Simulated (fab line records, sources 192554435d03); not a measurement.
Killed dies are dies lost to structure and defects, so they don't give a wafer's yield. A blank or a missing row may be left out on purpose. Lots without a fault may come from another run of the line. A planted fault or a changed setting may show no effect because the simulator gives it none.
Which tool did it? | flow n5_finfet | 12 lots, 36 wafers sampled, at 2 steps of a route of 1938

WHAT THE GAUGES READ, wafer by wafer
N5_BEOL_M10_OVL_MEAS_29.
lot  | measured     | on         | V9_OVL (nm)
L074 | day 14 16:05 | overlay-02 | -0.9 -1.1 -0.7
L077 | day 15 00:16 | overlay-02 | -0.4 -1.4 -1.2
L079 | day 15 00:29 | overlay-02 | -0.8 -0.6 -1.0
L080 | day 15 22:09 | overlay-01 | 0.4 -0.9 -0.5
L082 | day 16 01:04 | overlay-01 | 0.0 -0.2 -0.5
L084 | day 16 17:16 | overlay-02 | -0.1 -0.8 0.3
L089 | day 17 10:26 | overlay-01 | -1.9 -0.5 -1.6
L087 | day 17 20:57 | overlay-02 | -0.9 -1.2 -1.3
L092 | day 18 01:52 | overlay-01 | -0.9 -0.7 -0.7
L093 | day 18 18:56 | overlay-02 | -0.9 0.1 -1.1
L095 | day 19 07:34 | overlay-01 | -0.2 0.0 -1.1
L097 | day 19 21:13 | overlay-01 | 0.1 -0.1 -1.8

WHICH TOOL RAN EACH LOT (tool, then ch and the chambers of the sampled wafers, then the start)
lot  | N5_BEOL_M10_STRIP_67
L074 | rie_diel-05 ch 0,2, day 14 15:14
L077 | rie_diel-01 ch 0,3, day 14 22:39
L079 | rie_diel-04 ch 1,2,3, day 14 23:56
L080 | rie_diel-04 ch 0,1,3, day 15 18:38
L082 | rie_diel-04 ch 0,2,3, day 15 23:56
L084 | rie_diel-05 ch 0,3, day 16 15:34
L089 | rie_diel-04 ch 0,3, day 17 08:35
L087 | rie_diel-04 ch 0,3, day 17 18:40
L092 | rie_diel-01 ch 1,2, day 17 22:36
L093 | rie_diel-01 ch 0,2, day 18 16:51
L095 | rie_diel-04 ch 1,2, day 19 07:02
L097 | rie_diel-05 ch 0,3, day 19 20:40
- N5_BEOL_M10_STRIP_67: strips in CF4.

THE ANSWER, worked out from the rows above alone
Rule: what is usual is taken from the lots themselves. Put in order of their means at a reading, lots are off if they are a third of the lots or fewer, leave a main group of 4 or more, and stand apart from it by a gap of 3 or more times the standard deviation of the main group's means; of several such gaps the widest counts. A main group whose means are all the same, to the digits that the tables above print for the reading, isn't used. A lot without any number at a reading at which 4 lots or more have one is off too. The other lots that the step has rows for count as sound.
No lot is off at any reading shown: from this, nothing can be told.

WHAT THE SIMULATOR HAD PUT IN
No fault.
